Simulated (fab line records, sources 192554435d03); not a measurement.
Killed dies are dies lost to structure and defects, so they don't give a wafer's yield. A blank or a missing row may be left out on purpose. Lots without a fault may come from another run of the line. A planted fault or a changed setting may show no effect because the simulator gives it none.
Chamber matching | flow n5_finfet | N5_BEOL_M10_ETCH_65 on rie_diel-05: 4 sister chambers
The step etches SiARC in CF4, target depth 39 nm, time 65 s. 4 wafers are shown with their chamber, then 8 later ones without.

WAFERS WITH THEIR CHAMBER
wafer  | chamber | showerhead_plenum_p_Torr (Torr)
L089.3 | 1       | 2.18
L086.4 | 3       | 2.18
L086.6 | 0       | 2.03
L090.3 | 2       | 2.26

WAFERS WITHOUT THEIR CHAMBER
wafer  | showerhead_plenum_p_Torr (Torr)
L090.4 | 2.03
L090.6 | 2.18
L095.2 | 2.02
L095.3 | 2.17
L095.4 | 2.17
L097.1 | 2.02
L097.2 | 2.25
L097.3 | 2.17

WHICH CHAMBER EACH WENT THROUGH
wafer  | from the rows above     | in truth
L090.4 | 0                       | 0
L090.6 | can't be placed: 1 or 3 | 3
L095.2 | 0                       | 0
L095.3 | can't be placed: 1 or 3 | 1
L095.4 | can't be placed: 1 or 3 | 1
L097.1 | 0                       | 0
L097.2 | 2                       | 2
L097.3 | can't be placed: 1 or 3 | 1
Placed correctly: 4 of 8. Can't be placed from these rows: 4 (the true chamber is among the candidates in 4). Placed wrongly: 0.
How it was worked out, from the rows above alone: a wafer's distance from a chamber is the root of the sum, over the readings, of the square of ((its reading less the chamber's mean) divided by the reading's scatter). The wafer belongs to the nearest chamber; if the next one is less than 2 further off, it can't be placed. A chamber's mean is the mean of its shown wafers. The scatter: with one shown wafer a chamber, the root of the mean of the squares of how far each hidden wafer lies from its nearest shown one.
